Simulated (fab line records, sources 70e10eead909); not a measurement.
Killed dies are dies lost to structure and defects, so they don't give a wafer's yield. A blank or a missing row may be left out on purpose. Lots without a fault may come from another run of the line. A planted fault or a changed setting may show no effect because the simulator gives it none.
Which tool did it? | flow nand_harc | 13 lots, 39 wafers sampled, at 4 steps of a route of 1159

WHAT THE GAUGES READ, wafer by wafer
The record holds no reading of a measuring or inspecting step that can be judged against a usual standard deviation.

WHICH TOOL RAN EACH LOT (tool, then ch and the chambers of the sampled wafers, then the start)
lot  | NHARC_A_STAIRCASE_ETCH_190                    | NHARC_A_STAIRCASE_ETCH_192                    | NHARC_A_STAIRCASE_ETCH_194                    | NHARC_A_STAIRCASE_TRIM_200
L403 | rie_diel-02 ch 1,2, day 11 06:55 or earlier   | rie_diel-02 ch 0,1,2, day 11 06:55 or earlier | rie_diel-02 ch 0,1,2, day 11 06:55 or earlier | rie_diel-13 ch 1,2, day 11 06:55
L404 | rie_diel-01 ch 1,2, day 11 07:14 or earlier   | rie_diel-01 ch 0,2, day 11 07:14 or earlier   | rie_diel-01 ch 0,3, day 11 07:14 or earlier   | rie_diel-02 ch 1,2, day 11 07:14
L406 | rie_diel-13 ch 2,3, day 11 18:39 or earlier   | rie_diel-13 ch 0,1,3, day 11 18:39 or earlier | rie_diel-13 ch 0,1,3, day 11 18:39 or earlier | rie_diel-02 ch 0,1,2, day 11 18:39
L407 | rie_diel-01 ch 0,1,3, day 12 05:01 or earlier | rie_diel-01 ch 0,2,3, day 12 05:01 or earlier | rie_diel-01 ch 0,2, day 12 05:01 or earlier   | rie_diel-02 ch 0,1, day 12 05:01
L409 | rie_diel-13 ch 1,2,3, day 12 05:14 or earlier | rie_diel-13 ch 1,2, day 12 05:14 or earlier   | rie_diel-13 ch 0,1,3, day 12 05:14 or earlier | rie_diel-13 ch 1,2,3, day 12 05:14
L408 | rie_diel-01 ch 2,3, day 12 06:53 or earlier   | rie_diel-01 ch 0,1,2, day 12 06:53 or earlier | rie_diel-01 ch 2,3, day 12 06:53 or earlier   | rie_diel-01 ch 0,2,3, day 12 06:53
L411 | rie_diel-02 ch 0,2,3, day 13 00:12 or earlier | rie_diel-02 ch 0,1,3, day 13 00:12 or earlier | rie_diel-02 ch 0,1,2, day 13 00:12 or earlier | rie_diel-01 ch 2,3, day 13 00:12
L410 | rie_diel-13 ch 0,1, day 13 01:17 or earlier   | rie_diel-13 ch 2,3, day 13 01:17 or earlier   | rie_diel-13 ch 2,3, day 13 01:17 or earlier   | rie_diel-13 ch 0,1,2, day 13 01:17
L413 | rie_diel-13 ch 0,2,3, day 13 10:49 or earlier | rie_diel-13 ch 0,1,3, day 13 10:49 or earlier | rie_diel-13 ch 0,2,3, day 13 10:49 or earlier | rie_diel-01 ch 0,2,3, day 13 10:49
L412 | rie_diel-13 ch 1,2,3, day 13 14:37 or earlier | rie_diel-13 ch 1,2,3, day 13 14:37 or earlier | rie_diel-13 ch 1,2,3, day 13 14:37 or earlier | rie_diel-13 ch 0,2,3, day 13 14:37
L415 | rie_diel-13 ch 0,1,3, day 14 07:36 or earlier | rie_diel-13 ch 0,1,3, day 14 07:36 or earlier | rie_diel-13 ch 0,1,2, day 14 07:36 or earlier | rie_diel-13 ch 0,2,3, day 14 07:36
L416 | rie_diel-13 ch 0,2, day 15 04:51 or earlier   | rie_diel-13 ch 0,2,3, day 15 04:51 or earlier | rie_diel-13 ch 0,1,3, day 15 04:51 or earlier | rie_diel-02 ch 0,1,3, day 15 04:51
L422 | rie_diel-02 ch 1,2,3, day 15 11:23 or earlier | rie_diel-02 ch 0,1,2, day 15 11:23 or earlier | rie_diel-02 ch 1,2, day 15 11:23 or earlier   | rie_diel-01 ch 0,2, day 15 11:23
- NHARC_A_STAIRCASE_ETCH_190: etches the open film in C4F8/O2, target depth 100 nm, time 40.5 s.
- NHARC_A_STAIRCASE_ETCH_192: etches the open film in C4F8/O2, target depth 100 nm, time 40.5 s.
- NHARC_A_STAIRCASE_ETCH_194: etches the open film in C4F8/O2, target depth 100 nm, time 40.5 s.
- NHARC_A_STAIRCASE_TRIM_200: chemistry O2, time 211.2 s.

WHAT THE TOOLS THEMSELVES READ (means of the sampled wafers that have a number; where no wafer has one, the mark that the record gives instead)
NHARC_A_STAIRCASE_ETCH_190. Usual: oes_product_au 0.945 a.u., standard deviation 0.013; rf_vpp_V 894 V, standard deviation 5.3.
lot  | tool        | oes_product_au (a.u.) | rf_vpp_V (V) | flag
L403 | rie_diel-02 | 0.935                 | 890          |
L404 | rie_diel-01 | 0.940                 | 896          |
L406 | rie_diel-13 | 0.915                 | 891          |
L407 | rie_diel-01 | 0.950                 | 893          |
L409 | rie_diel-13 | 0.953                 | 890          |
L408 | rie_diel-01 | 0.941                 | 898          |
L411 | rie_diel-02 | 0.933                 | 897          |
L410 | rie_diel-13 | 0.947                 | 893          |
L413 | rie_diel-13 | 0.956                 | 899          |
L412 | rie_diel-13 | 0.943                 | 896          |
L415 | rie_diel-13 | 0.943                 | 893          |
L416 | rie_diel-13 | 0.957                 | 900          |
L422 | rie_diel-02 | 0.951                 | 893          |

NHARC_A_STAIRCASE_ETCH_192. Usual: oes_product_au 0.944 a.u., standard deviation 0.01; rf_vpp_V 894 V, standard deviation 5.3.
lot  | tool        | oes_product_au (a.u.) | rf_vpp_V (V) | flag
L403 | rie_diel-02 | 0.944                 | 893          |
L404 | rie_diel-01 | 0.944                 | 894          |
L406 | rie_diel-13 | 0.929                 | 893          |
L407 | rie_diel-01 | 0.946                 | 896          |
L409 | rie_diel-13 | 0.943                 | 889          |
L408 | rie_diel-01 | 0.945                 | 894          |
L411 | rie_diel-02 | 0.942                 | 896          |
L410 | rie_diel-13 | 0.955                 | 902          |
L413 | rie_diel-13 | 0.959                 | 893          |
L412 | rie_diel-13 | 0.940                 | 896          |
L415 | rie_diel-13 | 0.939                 | 892          |
L416 | rie_diel-13 | 0.949                 | 897          |
L422 | rie_diel-02 | 0.942                 | 891          |

NHARC_A_STAIRCASE_ETCH_194. Usual: oes_product_au 0.944 a.u., standard deviation 0.012; rf_vpp_V 894 V, standard deviation 5.5.
lot  | tool        | oes_product_au (a.u.) | rf_vpp_V (V) | flag
L403 | rie_diel-02 | 0.937                 | 892          |
L404 | rie_diel-01 | 0.935                 | 894          |
L406 | rie_diel-13 | 0.926                 | 893          |
L407 | rie_diel-01 | 0.943                 | 892          |
L409 | rie_diel-13 | 0.937                 | 893          |
L408 | rie_diel-01 | 0.940                 | 897          |
L411 | rie_diel-02 | 0.939                 | 893          |
L410 | rie_diel-13 | 0.948                 | 897          |
L413 | rie_diel-13 | 0.956                 | 898          |
L412 | rie_diel-13 | 0.954                 | 896          |
L415 | rie_diel-13 | 0.945                 | 896          |
L416 | rie_diel-13 | 0.945                 | 893          |
L422 | rie_diel-02 | 0.942                 | 889          |

NHARC_A_STAIRCASE_TRIM_200. Usual: drypump_motor_current_A 5.7 A, standard deviation 0.37; oes_product_au 1.003 a.u., standard deviation 0.0074; rf_vpp_V 57.7 V, standard deviation 0.89; showerhead_plenum_p_Torr 3.47 Torr, standard deviation 0.14; throttle_valve_pct 17.034 %, standard deviation 0.01.
lot  | tool        | drypump_motor_current_A (A) | oes_product_au (a.u.) | rf_vpp_V (V) | showerhead_plenum_p_Torr (Torr) | throttle_valve_pct (%) | flag
L403 | rie_diel-13 | 6.1                         | 1.015                 | 57.5         | 3.33                            | 17.038                 |
L404 | rie_diel-02 | 5.5                         | 1.003                 | 57.2         | 3.34                            | 17.030                 |
L406 | rie_diel-02 | 5.5                         | 1.001                 | 58.3         | 3.43                            | 17.048                 |
L407 | rie_diel-02 | 5.3                         | 0.992                 | 57.7         | 3.50                            | 17.035                 |
L409 | rie_diel-13 | 5.8                         | 1.005                 | 57.5         | 3.37                            | 17.026                 |
L408 | rie_diel-01 | 5.8                         | 0.995                 | 57.7         | 3.52                            | 17.030                 |
L411 | rie_diel-01 | 6.1                         | 1.006                 | 58.2         | 3.60                            | 17.037                 |
L410 | rie_diel-13 | 5.8                         | 1.000                 | 57.2         | 3.56                            | 17.029                 |
L413 | rie_diel-01 | 5.8                         | 1.002                 | 58.1         | 3.51                            | 17.034                 |
L412 | rie_diel-13 | 5.5                         | 1.005                 | 57.5         | 3.59                            | 17.027                 |
L415 | rie_diel-13 | 5.5                         | 1.003                 | 57.2         | 3.59                            | 17.031                 |
L416 | rie_diel-02 | 5.6                         | 1.001                 | 57.6         | 3.53                            | 17.042                 |
L422 | rie_diel-01 | 5.7                         | 0.890                 | 57.5         | 3.43                            | 17.033                 | OFF

THE ANSWER, worked out from the rows above alone
Rule: a lot is off if the mean of its wafers that have a number lies more than 3 standard deviations from the usual mean. A lot without any number at a reading at which 4 lots or more have one is off too. The other lots that the step has rows for count as sound. The gauges are gone through in route order, then the tools' own readings, and for those a lot's mean is taken as printed above. The first step at which some lot is off is used, and at that step the reading that is off furthest; a lot without a number counts as furthest.
Off: L422, at NHARC_A_STAIRCASE_TRIM_200 (oes_product_au).
A tool fits if, at that step or a process step before it, it ran every lot that is off, and no sound lot after the first of them. NHARC_A_STAIRCASE_ETCH_190 gives no start for some lots, so the hours and the order of its lots are those of NHARC_A_STAIRCASE_TRIM_200. NHARC_A_STAIRCASE_ETCH_192 gives no start for some lots, so the hours and the order of its lots are those of NHARC_A_STAIRCASE_TRIM_200. NHARC_A_STAIRCASE_ETCH_194 gives no start for some lots, so the hours and the order of its lots are those of NHARC_A_STAIRCASE_TRIM_200. Can't be told from this: 2 tools fit, rie_diel-02 at NHARC_A_STAIRCASE_ETCH_190 and NHARC_A_STAIRCASE_ETCH_192 and NHARC_A_STAIRCASE_ETCH_194, rie_diel-01 at NHARC_A_STAIRCASE_TRIM_200.

WHAT THE SIMULATOR HAD PUT IN
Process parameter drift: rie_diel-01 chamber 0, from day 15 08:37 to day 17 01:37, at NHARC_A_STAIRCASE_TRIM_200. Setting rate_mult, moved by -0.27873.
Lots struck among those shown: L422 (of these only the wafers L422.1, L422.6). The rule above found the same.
